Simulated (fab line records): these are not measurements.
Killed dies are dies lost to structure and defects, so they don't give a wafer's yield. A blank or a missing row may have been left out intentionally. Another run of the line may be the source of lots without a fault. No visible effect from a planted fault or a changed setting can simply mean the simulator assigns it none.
Lot-split experiment | flow n5Finfet | 7 lots, 39 wafers read, on a route of 1938 steps

SPLIT DETAILS
At N5_DUMMY_GATE_EXPOSE_12 (exposes mask GATE, target cd 25 nm), the setting doseMj was moved away from the recipe's 34 on 12 of the 39 wafers read, by -7.2% to +6.4%. The other wafers ran this setting at the recipe's value.

FROM THE SPLIT TO THE READING: what the file shows between them, 7 steps
- N5_DUMMY_GATE_PEB_13: peb time 60 s
- N5_DUMMY_GATE_DEVELOP_14: develop time 30 s
- N5_DUMMY_GATE_CD_MEAS_15: target cd 25.8 nm
- N5_DUMMY_GATE_STRIP_38: strips in N2/H2
- N5_DUMMY_GATE_STRIP_39: strips in N2/H2
- N5_DUMMY_GATE_TRIM_49: chemistry O2, time 29 s, target cd 14 nm
- N5_DUMMY_GATE_STRIP_40: strips in CF4

THE READING
Shown in nm: cdNm at N5_DUMMY_GATE_CD_MEAS_50, with target cd 14 nm. On this fab line, fault-free wafers typically give 14.04 nm with a standard deviation of 0.3 nm.

wafer  | tool, chamber at the split | doseMj as run | against the recipe | cdNm, nm | against lot-mates on the recipe
L075.1 | euvScanner-02, 0           | 34            | recipe             | 14.21    | -
L075.2 | euvScanner-02, 0           | 36.18         | +6.4%              | 12.53    | -1.53
L075.3 | euvScanner-02, 0           | 34            | recipe             | 13.77    | -
L075.4 | euvScanner-02, 0           | 36.18         | +6.4%              | 12.77    | -1.29
L075.5 | euvScanner-02, 0           | 34            | recipe             | 14.21    | -
L075.6 | euvScanner-02, 0           | 36.18         | +6.4%              | 13.21    | -0.85
L078.2 | euvScanner-02, 0           | 34            | recipe             | 14.17    | -
L078.3 | euvScanner-02, 0           | 34            | recipe             | 14.22    | -
L078.5 | euvScanner-02, 0           | 34            | recipe             | 13.91    | -
L082.1 | euvScanner-02, 0           | 34            | recipe             | 14.22    | -
L082.2 | euvScanner-02, 0           | 34            | recipe             | 14.67    | -
L082.3 | euvScanner-02, 0           | 31.54         | -7.2%              | 15.12    | +0.87
L082.4 | euvScanner-02, 0           | 31.54         | -7.2%              | 15.89    | +1.64
L082.5 | euvScanner-02, 0           | 34            | recipe             | 13.87    | -
L082.6 | euvScanner-02, 0           | 31.54         | -7.2%              | 15.76    | +1.51
L083.1 | euvScanner-01, 0           | 34            | recipe             | 13.94    | -
L083.2 | euvScanner-01, 0           | 34            | recipe             | 13.98    | -
L083.3 | euvScanner-01, 0           | 34            | recipe             | 14.56    | -
L083.4 | euvScanner-01, 0           | 34            | recipe             | 13.97    | -
L083.5 | euvScanner-01, 0           | 34            | recipe             | 13.98    | -
L083.6 | euvScanner-01, 0           | 34            | recipe             | 14.13    | -
L085.1 | euvScanner-02, 0           | 31.86         | -6.3%              | 15.47    | +1.38
L085.2 | euvScanner-02, 0           | 31.86         | -6.3%              | 15.31    | +1.22
L085.3 | euvScanner-02, 0           | 34            | recipe             | 13.80    | -
L085.4 | euvScanner-02, 0           | 34            | recipe             | 14.32    | -
L085.5 | euvScanner-02, 0           | 31.86         | -6.3%              | 15.11    | +1.02
L085.6 | euvScanner-02, 0           | 34            | recipe             | 14.14    | -
L087.1 | euvScanner-01, 0           | 34            | recipe             | 13.56    | -
L087.2 | euvScanner-01, 0           | 34            | recipe             | 13.86    | -
L087.3 | euvScanner-01, 0           | 34            | recipe             | 14.06    | -
L087.4 | euvScanner-01, 0           | 34            | recipe             | 14.14    | -
L087.5 | euvScanner-01, 0           | 34            | recipe             | 14.27    | -
L087.6 | euvScanner-01, 0           | 34            | recipe             | 13.95    | -
L093.1 | euvScanner-01, 0           | 35.43         | +4.2%              | 13.60    | -0.59
L093.2 | euvScanner-01, 0           | 35.43         | +4.2%              | 13.54    | -0.65
L093.3 | euvScanner-01, 0           | 34            | recipe             | 14.32    | -
L093.4 | euvScanner-01, 0           | 34            | recipe             | 14.01    | -
L093.5 | euvScanner-01, 0           | 34            | recipe             | 14.25    | -
L093.6 | euvScanner-01, 0           | 35.43         | +4.2%              | 13.50    | -0.69

FIT RESULTS
A straight line over all 39 wafers: cdNm changes by -0.19 nm for each +1% of doseMj; r = -0.93; the points scatter about the line by 0.25 nm.
The same after taking each lot's own level away (the mean of its wafers on the recipe; 39 wafers): -0.185 nm for each +1%; r = -0.94; scatter 0.23 nm.
That fit puts the effect of the largest move of doseMj on the reading at 1.3 nm.
The lots' own levels span 13.973 to 14.253 nm, that is 0.9 times the standard deviation above.
The two slopes are in agreement: the lot-to-lot level therefore moves the slope only a little.
Check: with one of the wafers moved furthest among these (-7.2%) left out of the fit, the line predicts +1.42 nm for it against its lot-mates. It came out at +0.867 nm against them.

OTHER SPLITS APPLIED TO THESE WAFERS
Before the reading, these wafers also passed through other splits. Each is held against what the fit with the lots' levels taken away leaves over:
other split on the same wafers   | wafers away from the commonest value | r with cdNm (lot level and that fit taken away)
N5_FIN_SAQP_MANDREL_ETCH_22 icpW | 12                                   | +0.34
N5_FIN_CUT_CUT_ETCH_26 sourceW   | 15                                   | +0.21
N5_DUMMY_GATE_CVD_03 targetThkA  | 30                                   | -0.05

THE WHOLE CHAIN: every reading that the file lists as answering this split, in the file's order
step                     | what it does                                           | reading                                                          | change (the file's fit)               | r (the file's)
N5_DUMMY_GATE_CD_MEAS_15 | target cd 25.8 nm                                      | cdNm                                                             | -0.206 nm for each +1% of the setting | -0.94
N5_DUMMY_GATE_TRIM_49    | chemistry O2, time 29 s, target cd 14 nm               | DUMMY_GATE.cdNm (the simulator's own value, which no gauge read) | -0.192 nm for each +1% of the setting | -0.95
N5_DUMMY_GATE_CD_MEAS_50 | target cd 14 nm                                        | cdNm                                                             | -0.185 nm for each +1% of the setting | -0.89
N5_DUMMY_GATE_ETCH_42    | etches SiO2 in CHF3/O2, target depth 3.5 nm, time 31 s | DUMMY_GATE.cdNm (the simulator's own value, which no gauge read) | -0.177 nm for each +1% of the setting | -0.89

FILE'S OWN FIT
cdNm changes by -0.185 nm for each +1% of doseMj, r = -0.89.
